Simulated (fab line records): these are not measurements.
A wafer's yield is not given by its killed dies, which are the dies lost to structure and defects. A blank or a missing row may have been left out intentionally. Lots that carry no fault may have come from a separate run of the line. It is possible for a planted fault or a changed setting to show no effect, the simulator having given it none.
Chamber matching | flow n5-finfet | N5_BEOL_M4_ETCH_77 on rie-diel-04: 4 sister chambers
The step etches underlayer in N2/H2, target depth 6.5 nm, time 5.2 s. 4 wafers are shown with their chamber, then 12 later ones without.

WAFERS PAIRED WITH THEIR CHAMBERS
wafer  | chamber | showerhead-plenum-p-Torr (Torr)
L087.1 | 1       | 2.50
L087.5 | 3       | 2.44
L089.4 | 0       | 2.59
L089.6 | 2       | 2.63

WAFERS WITHOUT THEIR CHAMBER
wafer  | showerhead-plenum-p-Torr (Torr)
L091.1 | 2.44
L091.2 | 2.63
L091.6 | 2.59
L095.1 | 2.43
L095.4 | 2.49
L095.5 | 2.43
L094.1 | 2.43
L094.2 | 2.49
L094.4 | 2.62
L096.1 | 2.58
L096.2 | 2.43
L096.3 | 2.49

EACH ONE'S CHAMBER
wafer  | from the rows above | in truth
L091.1 | 3                   | 3
L091.2 | 2                   | 2
L091.6 | 0                   | 0
L095.1 | 3                   | 3
L095.4 | 1                   | 1
L095.5 | 3                   | 3
L094.1 | 3                   | 3
L094.2 | 1                   | 1
L094.4 | 2                   | 2
L096.1 | 0                   | 0
L096.2 | 3                   | 3
L096.3 | 1                   | 1
Placed correctly: 12 of 12. Number that these rows cannot place: 0. 0 placed wrongly.
How it was worked out, from the rows above alone: a wafer's distance from a chamber is the root of the sum, over the readings, of the square of ((its reading less the chamber's mean) divided by the reading's scatter). The wafer belongs to the nearest chamber; if the next one is less than 2 further off, it can't be placed. The mean given for a chamber averages the wafers shown for that chamber. The scatter: with one shown wafer a chamber, the root of the mean of the squares of how far each hidden wafer lies from its nearest shown one.
